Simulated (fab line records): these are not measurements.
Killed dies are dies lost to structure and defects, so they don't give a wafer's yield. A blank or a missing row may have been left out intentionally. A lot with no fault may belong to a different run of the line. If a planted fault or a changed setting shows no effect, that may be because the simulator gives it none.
Matching of chambers ; flow nandHarc ; 4 sister chambers for NHARC_A_BONDPAD_DESCUM_11 on rieDiel-03
The step chemistry O2, time 3 s. 14 wafers are shown with their chamber, then 7 later ones without.

## WAFERS PAIRED WITH THEIR CHAMBERS
wafer;chamber;showerheadPlenumPTorr (Torr);drypumpMotorCurrentA (A);oesProductAu (a.u.)
L077.1;3;2.00;5.9;0.981
L077.2;2;1.85;6.1;1.002
L077.3;1;1.97;5.1;0.988
L077.4;0;1.80;5.7;0.989
L077.5;2;1.85;6.1;0.990
L077.6;1;1.97;5.1;0.983
L082.1;3;2.00;5.9;0.987
L082.2;0;1.80;5.7;0.996
L082.3;1;1.96;5.0;0.983
L083.1;1;1.97;5.1;1.001
L083.2;0;1.80;5.7;0.998
L083.3;3;2.00;5.9;0.996
L089.1;0;1.80;5.7;1.001
L089.2;2;1.85;6.1;1.008

SIGNATURES, as means of the wafers listed above
reading;chamber 0;chamber 1;chamber 2;chamber 3;scatter within a chamber
showerheadPlenumPTorr;1.8000;1.9675;1.8500;2.0000;0.00274
drypumpMotorCurrentA;5.700;5.075;6.100;5.900;0.0274
oesProductAu;0.99600;0.98875;1.00000;0.98800;0.00759
Rule: for each reading, subtract the chamber's mean from the wafer's reading, divide by that reading's scatter and square the result; add these up over the readings and take the root, which gives the wafer's distance from the chamber. The wafer belongs to the nearest chamber; if the next one is less than 2 further off, it can't be placed. How the scatter is found: for the shown wafers, subtract from each reading the mean of its chamber, square and add these, divide the total by (wafers less chambers), then take the root.

## WAFERS MISSING THEIR CHAMBER
wafer;showerheadPlenumPTorr (Torr);drypumpMotorCurrentA (A);oesProductAu (a.u.)
L089.3;2.00;5.9;0.985
L091.2;2.00;5.9;0.995
L091.5;1.85;6.1;1.010
L091.6;1.96;5.0;1.001
L092.3;1.80;5.7;0.995
L092.4;2.00;5.9;0.999
L092.6;1.96;5.0;0.995

## THE CHAMBER EACH PASSED THROUGH
wafer;from the rows above;in truth
L089.3;3;3
L091.2;3;3
L091.5;2;2
L091.6;1;1
L092.3;0;0
L092.4;3;3
L092.6;1;1
Correct placement for 7 of the 7. From these rows, 0 cannot be placed. Placed wrongly: 0.
